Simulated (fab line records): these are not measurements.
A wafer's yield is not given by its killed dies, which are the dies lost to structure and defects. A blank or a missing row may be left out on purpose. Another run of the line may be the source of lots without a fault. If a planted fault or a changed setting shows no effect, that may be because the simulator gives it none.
The tool behind it: which one?    flow nand-harc    Sampling: 7 lots, 21 wafers, 2 of 1302 route steps

WHAT EACH GAUGE READ, for each wafer
NHARC_THIN_TSV_CD_MEAS_12: target cd 1000 nm.
lot   measured      on         cd-nm (nm)
L258  day 25 17:07  cd-sem-01  999.0 1000.8 1000.9
L256  day 25 20:28  cd-sem-01  1000.4 1003.2 1001.6
L259  day 26 22:54  cd-sem-03  1001.2 997.9 999.1
L264  day 29 05:04  cd-sem-02  996.6 998.1 997.8
L271  day 31 10:00  cd-sem-01  1001.6 998.4 999.4
L275  day 33 08:05  cd-sem-01  1003.0 1002.3 1002.9
L274  day 33 16:53  cd-sem-02  1001.9 1003.8 1002.8

EACH LOT AND THE TOOL THAT RAN IT (in order: tool; ch and the chambers of the sampled wafers; start)
lot   NHARC_HYBRID_BOND_PRECLEAN_01
L258  wet-bench-10 ch 1,2,5, day 25 03:25
L256  wet-bench-08 ch 1,3,7, day 25 07:08
L259  wet-bench-10 ch 2,3,5, day 26 10:05
L264  wet-bench-08 ch 3,4,5, day 28 16:48
L271  wet-bench-10 ch 2,4,5, day 30 20:41
L275  wet-bench-08 ch 1,3,7, day 32 20:07
L274  wet-bench-08 ch 0,1,5, day 33 01:11
- NHARC_HYBRID_BOND_PRECLEAN_01: cleans in DIW, time 300 s.

THE ANSWER, worked out from the rows above alone
Rule: the lots themselves supply what counts as usual. The widest of any qualifying gaps counts: lots, ordered by their means at a reading, are off when they make up no more than a third of the lots, leave a main group of 4 or more, and stand apart from it by 3 or more times the standard deviation of that group's means. The tables above print the reading to a certain number of digits; a main group whose means all agree to those digits is not used. A lot without any number at a reading at which 4 lots or more have one is off too. The other lots that the step has rows for count as sound.
None of the lots is off at any reading shown; this tells nothing.

WHAT HAD BEEN PUT IN BY THE SIMULATOR
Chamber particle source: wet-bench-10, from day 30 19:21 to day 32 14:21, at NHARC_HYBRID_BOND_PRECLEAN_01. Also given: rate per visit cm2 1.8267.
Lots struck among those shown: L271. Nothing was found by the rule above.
